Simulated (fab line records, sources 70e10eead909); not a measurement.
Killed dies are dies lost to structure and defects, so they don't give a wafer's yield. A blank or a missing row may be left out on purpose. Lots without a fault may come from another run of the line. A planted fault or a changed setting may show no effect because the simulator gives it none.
Chamber matching | flow nand_harc | NHARC_A_BLC_STRIP_29 on rie_diel-03: 4 sister chambers
The step strips in CF4. 20 wafers are shown with their chamber, then 10 later ones without.

WAFERS WITH THEIR CHAMBER
wafer  | chamber | showerhead_plenum_p_Torr (Torr) | drypump_motor_current_A (A) | oes_product_au (a.u.)
L079.1 | 3       | 1.84                            | 5.7                         | 1.004
L079.4 | 0       | 1.66                            | 5.4                         | 0.984
L079.5 | 3       | 1.84                            | 5.7                         | 1.003
L078.1 | 2       | 1.80                            | 6.3                         | 0.990
L078.3 | 0       | 1.66                            | 5.4                         | 0.985
L078.4 | 1       | 1.70                            | 5.4                         | 0.991
L081.2 | 3       | 1.84                            | 5.7                         | 1.009
L081.4 | 2       | 1.80                            | 6.3                         | 0.992
L081.6 | 2       | 1.80                            | 6.3                         | 0.983
L082.1 | 2       | 1.80                            | 6.3                         | 0.996
L082.2 | 0       | 1.65                            | 5.5                         | 0.992
L082.6 | 0       | 1.65                            | 5.5                         | 1.000
L084.1 | 2       | 1.80                            | 6.3                         | 0.996
L084.3 | 0       | 1.65                            | 5.5                         | 0.997
L084.4 | 3       | 1.84                            | 5.7                         | 1.014
L089.3 | 1       | 1.70                            | 5.4                         | 1.001
L089.5 | 1       | 1.70                            | 5.4                         | 0.995
L089.6 | 2       | 1.80                            | 6.3                         | 0.999
L085.1 | 2       | 1.80                            | 6.3                         | 0.993
L085.2 | 3       | 1.84                            | 5.7                         | 1.008

SIGNATURES (means of the wafers above)
reading                  | chamber 0 | chamber 1 | chamber 2 | chamber 3 | scatter within a chamber
showerhead_plenum_p_Torr | 1.6540    | 1.7000    | 1.8000    | 1.8400    | 0.00274
drypump_motor_current_A  | 5.460     | 5.400     | 6.300     | 5.700     | 0.0274
oes_product_au           | 0.99160   | 0.99567   | 0.99271   | 1.00760   | 0.00555
Rule: a wafer's distance from a chamber is the root of the sum, over the readings, of the square of ((its reading less the chamber's mean) divided by the reading's scatter). The wafer belongs to the nearest chamber; if the next one is less than 2 further off, it can't be placed. The scatter: the root of (the sum of the squares of (reading less its chamber's mean) over the shown wafers, divided by (wafers less chambers)).

WAFERS WITHOUT THEIR CHAMBER
wafer  | showerhead_plenum_p_Torr (Torr) | drypump_motor_current_A (A) | oes_product_au (a.u.)
L085.3 | 1.70                            | 5.4                         | 0.997
L091.3 | 1.65                            | 5.5                         | 1.006
L091.4 | 1.70                            | 5.4                         | 0.997
L091.5 | 1.70                            | 5.4                         | 1.003
L092.3 | 1.65                            | 5.5                         | 0.984
L092.5 | 1.65                            | 5.5                         | 0.990
L092.6 | 1.70                            | 5.4                         | 0.993
L094.1 | 1.70                            | 5.4                         | 0.999
L094.3 | 1.84                            | 5.7                         | 0.996
L094.6 | 1.65                            | 5.5                         | 0.978

WHICH CHAMBER EACH WENT THROUGH
wafer  | from the rows above | in truth
L085.3 | 1                   | 1
L091.3 | 0                   | 0
L091.4 | 1                   | 1
L091.5 | 1                   | 1
L092.3 | 0                   | 0
L092.5 | 0                   | 0
L092.6 | 1                   | 1
L094.1 | 1                   | 1
L094.3 | 3                   | 3
L094.6 | 0                   | 0
Placed correctly: 10 of 10. Can't be placed from these rows: 0. Placed wrongly: 0.
